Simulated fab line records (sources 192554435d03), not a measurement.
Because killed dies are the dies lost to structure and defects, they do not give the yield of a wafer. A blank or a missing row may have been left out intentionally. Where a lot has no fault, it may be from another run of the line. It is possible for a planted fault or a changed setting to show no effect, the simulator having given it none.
Matching of chambers    flow n5-finfet    4 sister chambers for N5_FIN_SAQP_ETCH_64 on rie-si-01
The step etches SiO2 in CF4, target depth 1.5 nm. 8 wafers are shown with their chamber, then 8 later ones without.

== WAFERS WITH THEIR CHAMBER ==
wafer   chamber  drypump-motor-current-A (A)  throttle-valve-pct (%)
L078.2  2        5.8                          21.37
L082.3  3        6.7                          21.81
L083.5  1        5.3                          21.64
L083.6  0        5.3                          21.81
L085.3  0        5.3                          21.80
L085.5  2        5.7                          21.37
L085.6  1        5.3                          21.66
L088.1  3        6.6                          21.78

== WAFERS WITH NO CHAMBER GIVEN ==
wafer   drypump-motor-current-A (A)  throttle-valve-pct (%)
L088.4  5.3                          21.82
L088.5  5.3                          21.66
L091.3  6.7                          21.79
L091.4  5.3                          21.80
L091.6  5.3                          21.67
L093.3  6.7                          21.80
L093.4  5.3                          21.65
L093.6  5.8                          21.38

== EACH ONE'S CHAMBER ==
wafer   from the rows above  in truth
L088.4  0                    0
L088.5  1                    1
L091.3  3                    3
L091.4  0                    0
L091.6  1                    1
L093.3  3                    3
L093.4  1                    1
L093.6  2                    2
Placed correctly: 8 of 8. From these rows, 0 cannot be placed. Number placed wrongly: 0.
How it was worked out, from the rows above alone: a wafer's distance from a chamber is the root of the sum, over the readings, of the square of ((its reading less the chamber's mean) divided by the reading's scatter). The wafer belongs to the nearest chamber; if the next one is less than 2 further off, it can't be placed. A chamber's mean is the mean of its shown wafers. How the scatter is found: for the shown wafers, subtract from each reading the mean of its chamber, square and add these, divide the total by (wafers less chambers), then take the root.
